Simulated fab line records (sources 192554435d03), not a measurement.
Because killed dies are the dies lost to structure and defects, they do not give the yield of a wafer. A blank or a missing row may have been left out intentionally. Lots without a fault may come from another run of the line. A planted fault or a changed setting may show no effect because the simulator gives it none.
Chamber matching / flow n5 finfet / 3 sister chambers for N5_BEOL_M8_ILD_DEP_00 on pecvd-03
The step deposits SiCOH lowk from DEMS/porogen, target thk 179.75 nm, time 33.4 s. 6 wafers are shown with their chamber, then 12 later ones without.

WAFERS PAIRED WITH THEIR CHAMBERS
wafer=L082.3; chamber=2; throttle valve pct (%)=13.6; heater power w (W)=227
wafer=L086.4; chamber=2; throttle valve pct (%)=13.5; heater power w (W)=282
wafer=L086.5; chamber=1; throttle valve pct (%)=14.1; heater power w (W)=321
wafer=L089.1; chamber=1; throttle valve pct (%)=13.8; heater power w (W)=329
wafer=L089.2; chamber=0; throttle valve pct (%)=13.7; heater power w (W)=280
wafer=L089.4; chamber=0; throttle valve pct (%)=13.4; heater power w (W)=289

WAFERS WITH NO CHAMBER GIVEN
wafer=L090.2; throttle valve pct (%)=14.0; heater power w (W)=321
wafer=L090.3; throttle valve pct (%)=13.6; heater power w (W)=266
wafer=L090.5; throttle valve pct (%)=13.5; heater power w (W)=266
wafer=L092.3; throttle valve pct (%)=14.1; heater power w (W)=270
wafer=L092.5; throttle valve pct (%)=14.0; heater power w (W)=283
wafer=L092.6; throttle valve pct (%)=13.7; heater power w (W)=260
wafer=L094.1; throttle valve pct (%)=13.7; heater power w (W)=271
wafer=L094.5; throttle valve pct (%)=13.8; heater power w (W)=283
wafer=L094.6; throttle valve pct (%)=13.4; heater power w (W)=283
wafer=L093.2; throttle valve pct (%)=14.2; heater power w (W)=327
wafer=L093.4; throttle valve pct (%)=13.3; heater power w (W)=271
wafer=L093.6; throttle valve pct (%)=13.9; heater power w (W)=327

EACH ONE'S CHAMBER
wafer=L090.2; from the rows above=1; in truth=1
wafer=L090.3; from the rows above=can't be placed: 2 or 0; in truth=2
wafer=L090.5; from the rows above=can't be placed: 2 or 0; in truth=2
wafer=L092.3; from the rows above=can't be placed: 1 or 0 or 2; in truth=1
wafer=L092.5; from the rows above=can't be placed: 1 or 0 or 2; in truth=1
wafer=L092.6; from the rows above=can't be placed: 2 or 0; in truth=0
wafer=L094.1; from the rows above=can't be placed: 0 or 2 or 1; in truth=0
wafer=L094.5; from the rows above=can't be placed: 0 or 2 or 1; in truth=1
wafer=L094.6; from the rows above=can't be placed: 0 or 2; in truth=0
wafer=L093.2; from the rows above=1; in truth=1
wafer=L093.4; from the rows above=can't be placed: 0 or 2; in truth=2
wafer=L093.6; from the rows above=1; in truth=1
Correct placement for 3 of the 12. From these rows, 9 cannot be placed; in 9 the true chamber is one of the candidates. Wrongly placed: 0.
How it was worked out, from the rows above alone: a wafer's distance from a chamber is the root of the sum, over the readings, of the square of ((its reading less the chamber's mean) divided by the reading's scatter). If the next closest chamber is less than 2 further off than the closest, the wafer can't be placed; otherwise it belongs to the closest. For every chamber, the mean is computed from those of its wafers that are shown. The scatter is the square root of a quotient: the sum, over the shown wafers, of each reading's squared deviation from its chamber's mean, divided by wafers minus chambers.
